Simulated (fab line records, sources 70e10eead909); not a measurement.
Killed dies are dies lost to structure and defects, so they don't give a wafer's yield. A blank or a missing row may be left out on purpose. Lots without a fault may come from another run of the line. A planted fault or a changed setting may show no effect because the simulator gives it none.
Chamber matching | flow nand_harc | NHARC_HYBRID_BOND_ACTIVATE_00 on rie_diel-09: 4 sister chambers
The step chemistry N2, time 60 s. 36 wafers are shown with their chamber, then 12 later ones without.

WAFERS WITH THEIR CHAMBER
wafer  | chamber | showerhead_plenum_p_Torr (Torr) | drypump_motor_current_A (A) | oes_product_au (a.u.)
L074.2 | 0       | 1.89                            | 5.4                         | 1.008
L074.5 | 0       | 1.89                            | 5.5                         | 1.002
L074.6 | 1       | 1.64                            | 6.1                         | 1.006
L078.1 | 0       | 1.89                            | 5.4                         | 1.006
L078.2 | 1       | 1.64                            | 6.1                         | 1.006
L078.5 | 2       | 1.84                            | 5.1                         | 1.006
L076.1 | 0       | 1.89                            | 5.4                         | 1.000
L076.4 | 3       | 1.84                            | 6.0                         | 1.007
L076.6 | 0       | 1.89                            | 5.4                         | 1.009
L077.4 | 0       | 1.89                            | 5.4                         | 1.013
L077.5 | 1       | 1.64                            | 6.0                         | 1.015
L077.6 | 2       | 1.84                            | 5.1                         | 0.992
L082.1 | 0       | 1.89                            | 5.4                         | 0.998
L082.2 | 2       | 1.84                            | 5.1                         | 0.992
L082.4 | 3       | 1.84                            | 6.0                         | 1.007
L081.1 | 3       | 1.84                            | 6.0                         | 1.015
L081.3 | 0       | 1.89                            | 5.4                         | 1.008
L081.5 | 1       | 1.63                            | 6.1                         | 1.013
L084.3 | 3       | 1.83                            | 6.0                         | 1.013
L084.5 | 0       | 1.89                            | 5.4                         | 1.003
L084.6 | 3       | 1.83                            | 6.0                         | 1.009
L083.2 | 2       | 1.84                            | 5.1                         | 1.000
L083.3 | 1       | 1.63                            | 6.0                         | 1.012
L083.5 | 1       | 1.63                            | 6.0                         | 0.996
L086.1 | 1       | 1.63                            | 6.0                         | 1.004
L086.3 | 2       | 1.83                            | 5.1                         | 0.998
L086.6 | 1       | 1.63                            | 6.0                         | 0.997
L087.2 | 2       | 1.83                            | 5.1                         | 0.993
L087.3 | 0       | 1.89                            | 5.4                         | 0.998
L087.5 | 0       | 1.89                            | 5.4                         | 0.989
L085.2 | 2       | 1.83                            | 5.1                         | 1.000
L085.3 | 1       | 1.63                            | 6.0                         | 1.008
L085.5 | 3       | 1.83                            | 6.0                         | 1.006
L088.2 | 1       | 1.63                            | 6.0                         | 1.012
L088.3 | 2       | 1.83                            | 5.1                         | 1.015
L088.6 | 3       | 1.83                            | 6.0                         | 1.003

SIGNATURES (means of the wafers above)
reading                  | chamber 0 | chamber 1 | chamber 2 | chamber 3 | scatter within a chamber
showerhead_plenum_p_Torr | 1.8900    | 1.6330    | 1.8350    | 1.8343    | 0.00426
drypump_motor_current_A  | 5.409     | 6.030     | 5.100     | 6.000     | 0.0307
oes_product_au           | 1.00309   | 1.00690   | 0.99950   | 1.00857   | 0.00656
Rule: a wafer's distance from a chamber is the root of the sum, over the readings, of the square of ((its reading less the chamber's mean) divided by the reading's scatter). The wafer belongs to the nearest chamber; if the next one is less than 2 further off, it can't be placed. The scatter: the root of (the sum of the squares of (reading less its chamber's mean) over the shown wafers, divided by (wafers less chambers)).

WAFERS WITHOUT THEIR CHAMBER
wafer  | showerhead_plenum_p_Torr (Torr) | drypump_motor_current_A (A) | oes_product_au (a.u.)
L089.2 | 1.89                            | 5.4                         | 1.001
L089.3 | 1.83                            | 5.1                         | 1.007
L089.4 | 1.83                            | 6.0                         | 0.983
L093.1 | 1.83                            | 5.1                         | 1.001
L093.5 | 1.83                            | 5.1                         | 1.013
L093.6 | 1.83                            | 6.0                         | 1.006
L094.2 | 1.83                            | 6.0                         | 1.002
L094.3 | 1.88                            | 5.4                         | 1.001
L094.5 | 1.83                            | 6.0                         | 0.998
L095.3 | 1.63                            | 6.1                         | 0.993
L095.4 | 1.83                            | 5.1                         | 1.005
L095.5 | 1.83                            | 5.1                         | 1.011

WHICH CHAMBER EACH WENT THROUGH
wafer  | from the rows above | in truth
L089.2 | 0                   | 0
L089.3 | 2                   | 2
L089.4 | 3                   | 3
L093.1 | 2                   | 2
L093.5 | 2                   | 2
L093.6 | 3                   | 3
L094.2 | 3                   | 3
L094.3 | 0                   | 0
L094.5 | 3                   | 3
L095.3 | 1                   | 1
L095.4 | 2                   | 2
L095.5 | 2                   | 2
Placed correctly: 12 of 12. Can't be placed from these rows: 0. Placed wrongly: 0.
